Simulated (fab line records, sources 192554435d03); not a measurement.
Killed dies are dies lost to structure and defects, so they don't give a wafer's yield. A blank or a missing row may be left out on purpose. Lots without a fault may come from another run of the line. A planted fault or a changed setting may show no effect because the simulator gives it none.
Which tool did it? | flow n5_finfet | 12 lots, 36 wafers sampled, at 1 step of a route of 1938

WHAT THE GAUGES READ, wafer by wafer
N5_BEOL_M3_OVL_MEAS_29.
lot  | measured     | on         | V2_OVL (nm)
L075 | day 8 13:58  | overlay-02 | 0.0 0.0 0.0
L077 | day 8 16:37  | overlay-01 | -1.0 -0.1 -1.1
L080 | day 8 17:28  | overlay-02 | -0.4 -0.5 0.0
L081 | day 9 02:13  | overlay-01 | -0.7 0.6 -0.2
L084 | day 9 16:01  | overlay-02 | 0.5 0.3 0.6
L085 | day 9 21:08  | overlay-02 | 0.5 0.2 -0.5
L087 | day 11 08:53 | overlay-01 | -0.7 -0.2 0.2
L089 | day 11 14:22 | overlay-02 | -1.6 -0.4 -0.5
L091 | day 12 06:16 | overlay-01 | -0.5 0.1 1.0
L093 | day 12 11:58 | overlay-01 | -0.5 0.2 0.1
L095 | day 12 17:14 | overlay-01 | 1.5 0.3 2.0
L096 | day 12 22:08 | overlay-02 | 0.0 -0.2 -0.8

WHICH TOOL RAN EACH LOT (tool, then ch and the chambers of the sampled wafers, then the start)
The record holds no process step before these readings.

THE ANSWER, worked out from the rows above alone
Rule: what is usual is taken from the lots themselves. Put in order of their means at a reading, lots are off if they are a third of the lots or fewer, leave a main group of 4 or more, and stand apart from it by a gap of 3 or more times the standard deviation of the main group's means; of several such gaps the widest counts. A main group whose means are all the same, to the digits that the tables above print for the reading, isn't used. A lot without any number at a reading at which 4 lots or more have one is off too. The other lots that the step has rows for count as sound.
No lot is off at any reading shown: from this, nothing can be told.

WHAT THE SIMULATOR HAD PUT IN
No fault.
